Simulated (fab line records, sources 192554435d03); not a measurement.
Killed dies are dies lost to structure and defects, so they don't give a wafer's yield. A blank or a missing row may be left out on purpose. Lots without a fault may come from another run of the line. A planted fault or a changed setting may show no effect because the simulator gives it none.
Which tool did it? | flow n5_finfet | 11 lots, 33 wafers sampled, at 5 steps of a route of 1938

WHAT THE GAUGES READ, wafer by wafer
N5_MOL_CONTACT_COAG_THK_MEAS_53.
lot  | measured     | on            | VIA_MOL_THK (nm)
L075 | day 5 15:51  | film_metro-01 | 43.0 43.8 44.1
L077 | day 5 22:34  | film_metro-01 | 43.5 44.6 44.2
L080 | day 6 18:59  | film_metro-02 | 44.1 44.1 45.5
L082 | day 7 04:57  | film_metro-02 | 43.7 44.2 43.9
L084 | day 7 16:05  | film_metro-02 | 43.9 44.0 43.8
L086 | day 8 08:21  | film_metro-01 | 43.8 43.7 44.4
L089 | day 9 09:24  | film_metro-01 | 43.2 43.0 44.1
L091 | day 10 04:07 | film_metro-01 | 43.5 44.2 44.4
L093 | day 10 09:25 | film_metro-02 | 43.8 44.2 45.0
L095 | day 10 20:06 | film_metro-01 | 45.1 45.2 44.7
L097 | day 11 04:50 | film_metro-01 | 42.6 43.4 43.9

WHICH TOOL RAN EACH LOT (tool, then ch and the chambers of the sampled wafers, then the start)
lot  | N5_MOL_CONTACT_COAG_ETCH_47        | N5_MOL_CONTACT_COAG_ETCH_66        | N5_MOL_CONTACT_COAG_ETCHBACK_136   | N5_MOL_CONTACT_COAG_ETCH_124
L075 | rie_diel-04 ch 0,2, day 5 13:29    | rie_diel-04 ch 0,2, day 5 14:20    | rie_diel-01 ch 0,2, day 5 14:43    | rie_diel-01 ch 0,2, day 5 14:47
L077 | rie_diel-04 ch 0,1, day 5 20:08    | rie_diel-01 ch 0,1,3, day 5 20:52  | rie_diel-04 ch 0,1,2, day 5 21:26  | rie_diel-04 ch 0,1,2, day 5 21:29
L080 | rie_diel-01 ch 0,1,2, day 6 16:38  | rie_diel-04 ch 0,2,3, day 6 17:29  | rie_diel-01 ch 0,2,3, day 6 17:52  | rie_diel-01 ch 0,2,3, day 6 17:55
L082 | rie_diel-04 ch 0,2,3, day 7 02:05  | rie_diel-01 ch 0,3, day 7 03:25    | rie_diel-04 ch 0,1,2, day 7 03:48  | rie_diel-04 ch 0,1,2, day 7 03:52
L084 | rie_diel-04 ch 0,1,3, day 7 13:41  | rie_diel-04 ch 0,1,3, day 7 14:28  | rie_diel-04 ch 0,1, day 7 14:58    | rie_diel-04 ch 0,1, day 7 15:01
L086 | rie_diel-05 ch 0,1,2, day 8 05:43  | rie_diel-04 ch 1,3, day 8 06:50    | rie_diel-01 ch 1,2,3, day 8 07:13  | rie_diel-01 ch 1,2,3, day 8 07:17
L089 | rie_diel-01 ch 0,3, day 8 21:51    | rie_diel-05 ch 0,2, day 9 07:17    | rie_diel-04 ch 0,3, day 9 07:41    | rie_diel-04 ch 0,3, day 9 07:46
L091 | rie_diel-01 ch 0,1,3, day 10 01:50 | rie_diel-04 ch 2,3, day 10 02:34   | rie_diel-05 ch 1,3, day 10 02:58   | rie_diel-05 ch 1,3, day 10 03:02
L093 | rie_diel-01 ch 0,1,3, day 10 07:10 | rie_diel-01 ch 0,3, day 10 07:53   | rie_diel-01 ch 0,1,3, day 10 08:16 | rie_diel-01 ch 0,1,3, day 10 08:20
L095 | rie_diel-05 ch 1,2,3, day 10 17:20 | rie_diel-04 ch 0,1,3, day 10 18:11 | rie_diel-04 ch 0,1, day 10 18:58   | rie_diel-04 ch 0,1, day 10 19:02
L097 | rie_diel-04 ch 0,1,2, day 11 01:25 | rie_diel-05 ch 1,2,3, day 11 03:07 | rie_diel-04 ch 1,2,3, day 11 03:42 | rie_diel-04 ch 1,2,3, day 11 03:46
- N5_MOL_CONTACT_COAG_ETCH_47: etches SiNx in CH3F/O2, stops on W, target depth 27 nm.
- N5_MOL_CONTACT_COAG_ETCH_66: etches SiARC in CF4, target depth 13 nm, time 21.7 s.
- N5_MOL_CONTACT_COAG_ETCHBACK_136: etches SiO2 in CHF3, target depth 25 nm, time 16.7 s.
- N5_MOL_CONTACT_COAG_ETCH_124: etches SiNx in CH3F/O2, stops on SiOC, target depth 6.5 nm.

THE ANSWER, worked out from the rows above alone
Rule: what is usual is taken from the lots themselves. Put in order of their means at a reading, lots are off if they are a third of the lots or fewer, leave a main group of 4 or more, and stand apart from it by a gap of 3 or more times the standard deviation of the main group's means; of several such gaps the widest counts. A main group whose means are all the same, to the digits that the tables above print for the reading, isn't used. A lot without any number at a reading at which 4 lots or more have one is off too. The other lots that the step has rows for count as sound.
No lot is off at any reading shown: from this, nothing can be told.

WHAT THE SIMULATOR HAD PUT IN
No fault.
